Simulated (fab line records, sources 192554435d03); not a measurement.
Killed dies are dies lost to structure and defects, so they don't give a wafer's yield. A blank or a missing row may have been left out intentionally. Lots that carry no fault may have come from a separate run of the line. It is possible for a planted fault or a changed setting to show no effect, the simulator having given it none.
Lot-split experiment    flow n5-finfet    39 wafers read from 7 lots, route of 1938 steps

## SPLIT DETAILS
At N5_HKMG_FIN_ETCH_55 (etches SOC in N2/H2, target depth 240 nm, time 300 s), the setting time-s was moved away from the recipe's 300 s on 9 of the 39 wafers read, by -21.8% to +37.0%. All remaining wafers had this setting at the recipe value.

Reading taken at the split's own step.

## THE READING
SiARC_of_HKMG_FIN_COAT_42.thk-nm (the simulator's own value, which no gauge read), in nm, at N5_HKMG_FIN_ETCH_55 (etches SOC in N2/H2, target depth 240 nm, time 300 s). The file does not state a usual value for it. The 30 wafers here that ran the recipe average 21.2 nm, standard deviation 0.3 nm.

wafer   tool, chamber at the split  time-s as run, s  against the recipe  SiARC_of_HKMG_FIN_COAT_42.thk-nm, nm  against lot-mates on the recipe
L074.1  rie-diel-02, 0              300               recipe              21.2                                  -
L074.2  rie-diel-02, 1              300               recipe              21.6                                  -
L074.3  rie-diel-02, 2              300               recipe              20.8                                  -
L074.4  rie-diel-02, 3              300               recipe              21.2                                  -
L074.5  rie-diel-02, 2              300               recipe              21                                    -
L074.6  rie-diel-02, 1              300               recipe              21.6                                  -
L075.1  rie-diel-02, 2              234.5             -21.8%              24                                    +2.7
L075.2  rie-diel-02, 3              234.5             -21.8%              24.4                                  +3.1
L075.3  rie-diel-02, 1              300               recipe              21.6                                  -
L075.4  rie-diel-02, 0              300               recipe              21                                    -
L075.5  rie-diel-02, 2              234.5             -21.8%              24.2                                  +2.9
L075.6  rie-diel-02, 3              300               recipe              21.4                                  -
L077.1  rie-diel-02, 2              300               recipe              20.8                                  -
L077.2  rie-diel-02, 0              300               recipe              21.2                                  -
L077.3  rie-diel-02, 1              300               recipe              21.6                                  -
L077.4  rie-diel-02, 3              300               recipe              21.2                                  -
L077.5  rie-diel-02, 0              300               recipe              21                                    -
L077.6  rie-diel-02, 3              300               recipe              21.2                                  -
L079.2  rie-diel-02, 2              300               recipe              20.8                                  -
L079.4  rie-diel-02, 0              300               recipe              21                                    -
L079.5  rie-diel-02, 3              300               recipe              21.2                                  -
L081.1  rie-diel-03, 0              371.7             +23.9%              18.2                                  -2.8
L081.2  rie-diel-03, 2              371.7             +23.9%              18.6                                  -2.4
L081.3  rie-diel-03, 1              300               recipe              20.4                                  -
L081.4  rie-diel-03, 3              371.7             +23.9%              17.8                                  -3.2
L081.5  rie-diel-03, 3              300               recipe              21.2                                  -
L081.6  rie-diel-03, 0              300               recipe              21.4                                  -
L087.1  rie-diel-06, 0              300               recipe              21                                    -
L087.2  rie-diel-06, 1              300               recipe              21.2                                  -
L087.3  rie-diel-06, 3              300               recipe              21.6                                  -
L087.4  rie-diel-06, 2              300               recipe              21.6                                  -
L087.5  rie-diel-06, 1              300               recipe              21.4                                  -
L087.6  rie-diel-06, 2              300               recipe              21.6                                  -
L089.1  rie-diel-02, 0              411               +37.0%              15.2                                  -6.0
L089.2  rie-diel-02, 3              300               recipe              21.4                                  -
L089.3  rie-diel-02, 1              411               +37.0%              16.6                                  -4.6
L089.4  rie-diel-02, 2              300               recipe              21                                    -
L089.5  rie-diel-02, 1              411               +37.0%              16.8                                  -4.4
L089.6  rie-diel-02, 2              300               recipe              21.2                                  -

THE FIT
A straight line over all 39 wafers: SiARC_of_HKMG_FIN_COAT_42.thk-nm changes by -0.134 nm for each +1% of time-s; r = -0.98; the points scatter about the line by 0.36 nm.
The same after taking each lot's own level away (the mean of its wafers on the recipe; 39 wafers): -0.13 nm for each +1%; r = -0.98; scatter 0.34 nm.
According to that fit, moving time-s by its largest amount changes the reading by 4.8 nm.
Measured against the standard deviation above, the lots' own levels, which go from 21.00 to 21.40 nm, span 1.3 times it.
Hence the lot-to-lot level has little effect on the slope; both slopes agree.
Check: with one of the wafers moved furthest among these (+37.0%) left out of the fit, the line predicts -4.52 nm for it against its lot-mates. It came out at -6 nm against them.

## THESE WAFERS: OTHER SPLITS
Note: prior to the reading, these wafers also went through further splits. Each is held against what the fit with the lots' levels taken away leaves over:
other split on the same wafers  wafers away from the commonest value  r with SiARC_of_HKMG_FIN_COAT_42.thk-nm (lot level and that fit taken away)
N5_SD_EPI_N_DESCUM_14 time-s    15                                    -0.16

## THE WHOLE CHAIN: every reading that the file lists as answering this split, in the file's order
step                 what it does                                          reading                                                                            change (the file's fit)               r (the file's)
N5_HKMG_FIN_ETCH_55  etches SOC in N2/H2, target depth 240 nm, time 300 s  etch.depth-nm (the simulator's own value, which no gauge read)                     +2.32 nm for each +1% of the setting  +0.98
N5_HKMG_FIN_ETCH_55  etches SOC in N2/H2, target depth 240 nm, time 300 s  HKMG_FIN.feature-depth-nm (the simulator's own value, which no gauge read)         +2.32 nm for each +1% of the setting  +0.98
N5_HKMG_FIN_ETCH_55  etches SOC in N2/H2, target depth 240 nm, time 300 s  SiARC_of_HKMG_FIN_COAT_42.thk-nm (the simulator's own value, which no gauge read)  -0.13 nm for each +1% of the setting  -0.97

## FILE'S OWN FIT
SiARC_of_HKMG_FIN_COAT_42.thk-nm changes by -0.13 nm for each +1% of time-s, r = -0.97.
